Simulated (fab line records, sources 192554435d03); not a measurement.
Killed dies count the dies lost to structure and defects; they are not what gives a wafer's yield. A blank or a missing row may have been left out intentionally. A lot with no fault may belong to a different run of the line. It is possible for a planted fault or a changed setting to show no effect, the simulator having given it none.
The tool behind it: which one?    flow n5 finfet    72 wafers from 24 lots sampled at 6 of the route's 1938 steps

WHAT THE GAUGES SHOWED, per wafer
N5_BEOL_M0_CUTY_CD_MEAS_57: the cd target is 200 nm.
lot   measured      on         cd nm (nm)
L076  day 6 11:21   cd sem-02  199.1 200.5 198.4
L075  day 6 14:41   cd sem-03  200.1 199.8 199.9
L077  day 6 18:33   cd sem-03  201.3 201.9 200.7
L078  day 7 00:22   cd sem-02  200.6 199.9 200.8
L074  day 7 01:16   cd sem-03  200.0 199.7 199.6
L079  day 7 01:46   cd sem-01  200.6 197.9 200.7
L080  day 7 05:33   cd sem-01  200.5 200.4 199.9
L081  day 7 10:27   cd sem-02  199.5 199.1 199.4
L082  day 7 19:43   cd sem-03  199.5 200.6 199.2
L083  day 8 00:49   cd sem-03  199.5 199.0 198.5
L084  day 8 10:23   cd sem-01  200.5 200.7 201.0
L085  day 8 11:26   cd sem-02  203.0 201.2 201.6
L086  day 9 01:10   cd sem-01  198.9 199.1 200.8
L087  day 9 07:01   cd sem-02  201.0 199.4 199.7
L088  day 9 10:35   cd sem-01  201.1 198.5 200.4
L090  day 9 16:59   cd sem-03  201.1 200.8 199.3
L089  day 9 18:25   cd sem-02  200.5 200.8 201.2
L091  day 10 03:25  cd sem-03  201.1 201.5 201.4
L092  day 10 06:27  cd sem-02  201.3 200.8 201.3
L093  day 10 09:55  cd sem-01  201.1 201.2 200.1
L094  day 10 23:44  cd sem-03  201.6 202.4 202.2
L095  day 11 03:50  cd sem-02  200.9 200.7 199.9
L096  day 11 10:45  cd sem-03  200.6 200.6 199.8
L097  day 11 19:38  cd sem-01  199.9 199.3 199.3

N5_BEOL_M0_OCD_MEAS_108.
lot   measured      on      trench depth nm (nm)
L076  day 6 12:49   ocd-01  31.7 32.6 32.9
L075  day 6 18:14   ocd-02  33.2 33.1 33.3
L077  day 6 20:17   ocd-01  32.2 31.9 31.9
L078  day 7 04:15   ocd-02  32.3 32.7 32.0
L074  day 7 04:28   ocd-02  35.1 32.3 34.8
L079  day 7 04:25   ocd-02  31.8 31.6 32.3
L080  day 7 06:24   ocd-01  31.6 31.5 32.0
L081  day 7 13:53   ocd-02  33.0 34.7 34.6
L082  day 7 23:18   ocd-01  32.5 33.0 32.5
L083  day 8 04:55   ocd-01  32.9 32.4 31.9
L084  day 8 13:05   ocd-02  33.5 32.7 34.5
L085  day 8 13:11   ocd-01  32.0 32.7 32.9
L086  day 9 04:29   ocd-01  32.1 33.4 31.9
L087  day 9 10:56   ocd-01  32.6 30.9 31.4
L088  day 9 11:45   ocd-01  32.7 32.1 32.2
L090  day 9 18:19   ocd-02  32.9 32.9 33.5
L089  day 9 20:08   ocd-01  33.0 32.9 32.7
L091  day 10 07:10  ocd-01  33.1 32.6 32.5
L092  day 10 07:31  ocd-01  32.5 33.2 32.6
L093  day 10 15:30  ocd-02  32.2 33.2 32.4
L094  day 11 01:15  ocd-01  32.0 33.5 33.4
L095  day 11 06:49  ocd-01  31.8 32.8 31.9
L096  day 11 17:52  ocd-02  34.1 32.3 32.4
L097  day 11 20:38  ocd-02  32.5 33.5 32.9

N5_BEOL_M1_CD_MEAS_11: the cd target is 17.05 nm.
lot   measured      on         cd nm (nm)
L076  day 6 18:49   cd sem-03  17.11 16.96 16.80
L075  day 6 23:33   cd sem-02  17.15 16.95 17.01
L077  day 7 03:50   cd sem-03  17.21 17.16 16.75
L078  day 7 08:42   cd sem-02  17.28 17.05 16.93
L074  day 7 09:07   cd sem-01  17.26 17.29 17.39
L079  day 7 08:52   cd sem-03  17.62 17.35 17.11
L080  day 7 14:13   cd sem-01  17.20 17.18 16.97
L081  day 7 20:11   cd sem-01  17.20 17.01 16.71
L082  day 8 03:19   cd sem-01  16.93 16.80 17.13
L083  day 8 08:44   cd sem-03  17.04 17.22 16.88
L084  day 8 16:41   cd sem-01  17.12 16.87 17.22
L085  day 8 18:11   cd sem-01  17.08 17.12 16.97
L086  day 9 10:02   cd sem-01  17.00 16.98 16.76
L087  day 9 15:41   cd sem-03  17.12 17.01 17.13
L088  day 9 18:44   cd sem-03  17.29 17.13 17.05
L090  day 10 00:14  cd sem-02  16.40 16.56 16.99
L089  day 10 00:40  cd sem-01  16.80 17.27 16.91
L091  day 10 16:12  cd sem-01  17.26 17.18 17.22
L092  day 10 16:10  cd sem-03  17.34 17.43 17.61
L093  day 11 02:02  cd sem-03  16.72 16.62 16.91
L094  day 11 05:54  cd sem-01  17.08 17.10 16.99
L095  day 11 15:11  cd sem-02  17.34 17.65 17.04
L096  day 11 22:02  cd sem-01  17.20 17.06 17.27
L097  day 12 00:47  cd sem-01  16.88 17.11 16.81

EACH LOT AND THE TOOL THAT RAN IT (in order: tool; ch and the chambers of the sampled wafers; start)
lot   N5_BEOL_M0_DEGAS_112          N5_BEOL_M0_SURFACE_TREAT_137  N5_BEOL_M1_PECVD_72
L076  pvd sputter-03, day 6 13:07   pvd sputter-03, day 6 13:30   pecvd-01 ch 1, day 6 15:26
L075  pvd sputter-02, day 6 19:01   pvd sputter-02, day 6 19:23   pecvd-04 ch 0,1,2, day 6 22:35
L077  pvd sputter-03, day 6 20:35   pvd sputter-01, day 6 20:55   pecvd-02 ch 1,2, day 6 23:38
L078  pvd sputter-02, day 7 04:52   pvd sputter-01, day 7 05:16   pecvd-04 ch 0,1,2, day 7 07:26
L074  pvd sputter-03, day 7 05:07   pvd sputter-01, day 7 05:28   pecvd-02 ch 0,1,2, day 7 07:49
L079  pvd sputter-02, day 7 04:57   pvd sputter-01, day 7 05:18   pecvd-01 ch 0,1, day 7 07:34
L080  pvd sputter-01, day 7 08:05   pvd sputter-01, day 7 08:29   pecvd-02 ch 0,1, day 7 10:23
L081  pvd sputter-03, day 7 14:46   pvd sputter-02, day 7 15:26   pecvd-02 ch 0,1, day 7 18:22
L082  pvd sputter-02, day 7 23:55   pvd sputter-01, day 8 00:18   pecvd-02 ch 0,1,2, day 8 02:10
L083  pvd sputter-01, day 8 05:13   pvd sputter-03, day 8 05:34   pecvd-01 ch 1,2, day 8 07:52
L084  pvd sputter-02, day 8 13:45   pvd sputter-01, day 8 14:06   pecvd-04 ch 0,1, day 8 16:02
L085  pvd sputter-01, day 8 13:53   pvd sputter-01, day 8 14:14   pecvd-01 ch 1,2, day 8 16:34
L086  pvd sputter-03, day 9 05:23   pvd sputter-02, day 9 06:01   pecvd-02 ch 0,1,2, day 9 08:25
L087  pvd sputter-02, day 9 11:38   pvd sputter-02, day 9 12:01   pecvd-02 ch 0,2, day 9 14:26
L088  pvd sputter-01, day 9 12:15   pvd sputter-02, day 9 12:39   pecvd-02 ch 0,1, day 9 16:00
L090  pvd sputter-02, day 9 19:28   pvd sputter-01, day 9 20:02   pecvd-04 ch 1,2, day 9 23:19
L089  pvd sputter-02, day 9 20:37   pvd sputter-01, day 9 20:58   pecvd-01 ch 1,2, day 9 23:31
L091  pvd sputter-03, day 10 07:54  pvd sputter-02, day 10 08:20  pecvd-02 ch 0,1,2, day 10 11:55
L092  pvd sputter-02, day 10 08:13  pvd sputter-02, day 10 09:01  pecvd-02 ch 0,1,2, day 10 11:47
L093  pvd sputter-02, day 10 16:00  pvd sputter-02, day 10 16:43  pecvd-01 ch 1,2, day 10 20:05
L094  pvd sputter-03, day 11 01:45  pvd sputter-02, day 11 02:17  pecvd-04 ch 0,1,2, day 11 05:15
L095  pvd sputter-02, day 11 11:28  pvd sputter-03, day 11 11:50  pecvd-04 ch 0,2, day 11 13:48
L096  pvd sputter-03, day 11 18:19  pvd sputter-02, day 11 18:41  pecvd-01 ch 1,2, day 11 21:04
L097  pvd sputter-03, day 11 21:29  pvd sputter-01, day 11 22:05  pecvd-02 ch 1,2, day 11 23:52
- N5_BEOL_M0_DEGAS_112: time 60 s.
- N5_BEOL_M0_SURFACE_TREAT_137
- N5_BEOL_M1_PECVD_72: deposits SiO2 from TEOS/O2, target thk 16 nm, time 18 s.

AS READ BY THE TOOLS THEMSELVES (means over the sampled wafers that have a number; for cases with no such wafer, the mark the record gives instead)
N5_BEOL_M0_DEGAS_112.
lot   tool            heater power w (W)
L076  pvd sputter-03  313
L075  pvd sputter-02  336
L077  pvd sputter-03  315
L078  pvd sputter-02  323
L074  pvd sputter-03  300
L079  pvd sputter-02  345
L080  pvd sputter-01  327
L081  pvd sputter-03  323
L082  pvd sputter-02  317
L083  pvd sputter-01  318
L084  pvd sputter-02  321
L085  pvd sputter-01  321
L086  pvd sputter-03  297
L087  pvd sputter-02  294
L088  pvd sputter-01  324
L090  pvd sputter-02  340
L089  pvd sputter-02  319
L091  pvd sputter-03  298
L092  pvd sputter-02  372
L093  pvd sputter-02  347
L094  pvd sputter-03  294
L095  pvd sputter-02  345
L096  pvd sputter-03  297
L097  pvd sputter-03  299

N5_BEOL_M1_PECVD_72.
lot   tool      heater power outer w (W)  heater power w (W)  showerhead plenum p Torr (Torr)  throttle valve pct (%)
L076  pecvd-01  457                       766                 8.72                             23.1
L075  pecvd-04  418                       692                 8.84                             23.9
L077  pecvd-02  354                       687                 8.78                             22.1
L078  pecvd-04  441                       729                 8.81                             23.5
L074  pecvd-02  403                       717                 8.79                             21.7
L079  pecvd-01  439                       763                 8.76                             23.1
L080  pecvd-02  413                       757                 8.80                             22.2
L081  pecvd-02  442                       763                 8.78                             21.9
L082  pecvd-02  361                       652                 8.80                             21.8
L083  pecvd-01  463                       797                 8.73                             22.7
L084  pecvd-04  393                       660                 8.87                             24.9
L085  pecvd-01  387                       694                 8.74                             22.4
L086  pecvd-02  389                       707                 8.81                             21.8
L087  pecvd-02  344                       627                 8.79                             21.2
L088  pecvd-02  473                       802                 8.78                             21.9
L090  pecvd-04  469                       783                 8.83                             23.8
L089  pecvd-01  353                       648                 8.73                             22.4
L091  pecvd-02  393                       700                 8.78                             21.8
L092  pecvd-02  367                       661                 8.80                             21.8
L093  pecvd-01  412                       718                 8.73                             22.5
L094  pecvd-04  418                       695                 8.82                             23.8
L095  pecvd-04  417                       712                 8.77                             22.7
L096  pecvd-01  472                       803                 8.73                             22.8
L097  pecvd-02  331                       637                 8.79                             21.6

THE ANSWER, worked out from the rows above alone
Rule: the usual values come from the lots themselves. The widest of any qualifying gaps counts: lots, ordered by their means at a reading, are off when they make up no more than a third of the lots, leave a main group of 4 or more, and stand apart from it by 3 or more times the standard deviation of that group's means. A main group is skipped when, at the precision printed for the reading in the tables above, its means are all equal. A lot without any number at a reading at which 4 lots or more have one is off too. Any other lot the step has rows for is counted as sound. After the gauges, taken in route order, come the tools' own readings; for these a lot's mean is taken, as printed above. At the first step where some lot is off, the reading lying furthest off is the one used; lots without a number count as furthest.
Nothing can be told from this: no lot is off at any reading shown.

WHAT THE SIMULATOR HAD PUT IN
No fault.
